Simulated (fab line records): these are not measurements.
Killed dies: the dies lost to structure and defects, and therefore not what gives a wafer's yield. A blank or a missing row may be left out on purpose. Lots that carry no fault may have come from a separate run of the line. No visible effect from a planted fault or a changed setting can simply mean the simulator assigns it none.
Matching of chambers | flow n5 finfet | 4 sister chambers for N5_SD_EPI_P_ETCH_37 on rie diel-03
The step etches SOC in N2/H2, overetch 108 nm, time 486 s. 14 wafers are shown with their chamber, then 7 later ones without.

## WAFERS PAIRED WITH THEIR CHAMBERS
wafer  | chamber | drypump motor current A (A) | showerhead plenum p Torr (Torr) | throttle valve pct (%)
L074.1 | 0       | 5.0                         | 2.59                            | 23.3
L074.4 | 1       | 5.3                         | 2.55                            | 23.6
L074.5 | 2       | 5.5                         | 2.41                            | 23.9
L075.4 | 2       | 5.5                         | 2.41                            | 23.9
L075.5 | 2       | 5.5                         | 2.41                            | 23.9
L075.6 | 3       | 6.3                         | 2.63                            | 23.4
L076.2 | 3       | 6.2                         | 2.63                            | 23.4
L076.3 | 2       | 5.5                         | 2.41                            | 23.9
L076.4 | 0       | 5.0                         | 2.59                            | 23.3
L079.1 | 1       | 5.3                         | 2.54                            | 23.7
L079.3 | 3       | 6.3                         | 2.63                            | 23.4
L079.6 | 1       | 5.3                         | 2.54                            | 23.7
L084.2 | 1       | 5.3                         | 2.54                            | 23.7
L084.3 | 0       | 5.0                         | 2.58                            | 23.3

SIGNATURES (means of the wafers above)
reading                  | chamber 0 | chamber 1 | chamber 2 | chamber 3 | scatter within a chamber
drypump motor current A  | 5.000     | 5.300     | 5.500     | 6.267     | 0.0258
showerhead plenum p Torr | 2.5867    | 2.5425    | 2.4100    | 2.6300    | 0.00376
throttle valve pct       | 23.300    | 23.675    | 23.900    | 23.400    | 0.0274
Rule: a wafer lies at a distance from a chamber equal to the root of the sum of squares, over the readings, of (its reading less the chamber's mean, divided by the reading's scatter). If the next closest chamber is less than 2 further off than the closest, the wafer can't be placed; otherwise it belongs to the closest. The scatter is the square root of a quotient: the sum, over the shown wafers, of each reading's squared deviation from its chamber's mean, divided by wafers minus chambers.

## WAFERS WHOSE CHAMBER IS MISSING
wafer  | drypump motor current A (A) | showerhead plenum p Torr (Torr) | throttle valve pct (%)
L084.6 | 5.3                         | 2.54                            | 23.7
L086.1 | 5.3                         | 2.54                            | 23.7
L086.3 | 5.0                         | 2.58                            | 23.4
L086.5 | 5.0                         | 2.58                            | 23.3
L088.1 | 5.5                         | 2.40                            | 23.9
L088.3 | 6.2                         | 2.62                            | 23.4
L088.4 | 5.5                         | 2.40                            | 23.9

## WHICH CHAMBER EACH WENT THROUGH
wafer  | from the rows above | in truth
L084.6 | 1                   | 1
L086.1 | 1                   | 1
L086.3 | 0                   | 0
L086.5 | 0                   | 0
L088.1 | 2                   | 2
L088.3 | 3                   | 3
L088.4 | 2                   | 2
Correctly placed: 7 of 7. Not placeable from these rows: 0. Number placed wrongly: 0.
